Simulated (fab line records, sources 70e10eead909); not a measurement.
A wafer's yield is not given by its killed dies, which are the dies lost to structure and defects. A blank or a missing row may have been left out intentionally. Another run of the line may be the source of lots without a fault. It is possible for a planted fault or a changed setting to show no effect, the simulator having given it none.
A struck lot beside a sound one ; flow nandHarc ; 12 out of 1159 route steps
Sound: these wafers, L556.3, L556.4, L556.5. Wafers struck: L546.2, L546.5, L546.6. Last of all comes the cause.
For every step that has rows: the tool of each side, followed by ch and its chambers, followed by its first start. Under that, the readings that differ: sound wafers ; struck wafers ; difference of the means ; sigmas: that difference in standard deviations of wafers without a fault.
alike: readings whose means differ by less than 2 such deviations, and words and numbers that are the same on both sides. not compared: withheld readings, readings that some wafer has no value for, bounds like >300 that may hide the same value, and numbers for which the record gives no deviation and whose values overlap.
Wherever a step has rows on one side only, a row that says differs or no value, or a row with sigmas, the two part there. Numbers that don't overlap but have no deviation are shown without sigmas and don't part them. Lack of a reading on every wafer of one side parts them only where that side has two or more wafers.

NHARC_A_WL_FILL_ALD_02: deposits TiN, target thk 2 nm, pulse time 3 s, ald cycles 100.
  sound on aldMetal-03 ch 0,1, day 19 16:25; struck on aldMetal-03 ch 2,3, day 17 09:39
  alike: heaterPowerW, precursorPulseHeightRel
  not compared: sinceWetCleanH
NHARC_A_WL_FILL_CVD_03: deposits W, target thk 40 nm, time 3302 s.
  sound on cvdW-02 ch 0,1, day 19 17:46; struck on cvdW-02 ch 0,1, day 17 10:34
  alike: heaterPowerW, throttleValvePct
  not compared: sinceWetCleanH
then, 1 step without rows for these wafers: NHARC_A_WL_FILL_ETCHBACK_04 (etches the open film in NF3, target depth 60 nm, time 120 s).
NHARC_A_WL_FILL_ETCHBACK_05: etches the open film in Cl2/BCl3, target depth 22 nm, time 60 s.
  sound on rieMetal-03 ch 0,1, day 19 20:24; struck on rieMetal-01 ch 0, day 17 13:53
  alike: drypumpMotorCurrentA, oesProductAu, runLengthS
  not compared: rfHoursCounterH
NHARC_A_WL_FILL_STRIP_27: strips in N2/H2, time 20 s.
  sound on plasmaAsher-02 ch 0,1, day 19 20:34; struck on plasmaAsher-01 ch 0,1, day 17 14:04
  alike: drypumpMotorCurrentA, heaterPowerW
  not compared: rfHoursCounterH
then, 4 steps without rows for these wafers: NHARC_A_WL_FILL_STRIP_28 (strips in post etch residue remover, time 1200 s); NHARC_A_WL_FILL_PRECLEAN_06 (cleans in DIW, time 300 s); NHARC_A_WL_FILL_SRD_07; NHARC_A_WL_FILL_ANNEAL_08 (time 1800 s).
NHARC_A_WL_FILL_ALD_10: deposits SiO2, target thk 50 nm, pulse time 10 s, ald cycles 500.
  sound on aldHk-02 ch 0,2, day 20 02:17; struck on aldHk-03 ch 2,3, day 17 19:48
  alike: heaterPowerW, precursorPulseHeightRel
  not compared: sinceWetCleanH
NHARC_A_WL_FILL_ETCHBACK_16: etches the open film in C4F8/O2/Ar, target depth 88 nm, time 17.6 s.
  sound on rieDiel-08 ch 0,3, day 20 06:26; struck on rieDiel-05 ch 2,3, day 17 23:56
reading;sound;struck;difference;sigmas
oesProductAu (a.u.);0.94 0.92 0.94;1.02 1.00 1.01;+0.08;+2
runLengthS (s);38.6 38.3 39.0;26.7 26.6 27.5;-11.7;-29
  alike: rfVppV
  not compared: rfHoursCounterH
then, 1 step without rows for these wafers: NHARC_A_WL_FILL_STRIP_29 (strips in O2, time 20 s).

## WHERE THEY PART
Within this record, at NHARC_A_WL_FILL_ETCHBACK_16 only.

WHY: the cause the simulator had injected
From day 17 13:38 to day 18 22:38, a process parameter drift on rieDiel-05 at NHARC_A_WL_FILL_ETCHBACK_16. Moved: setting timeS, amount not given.
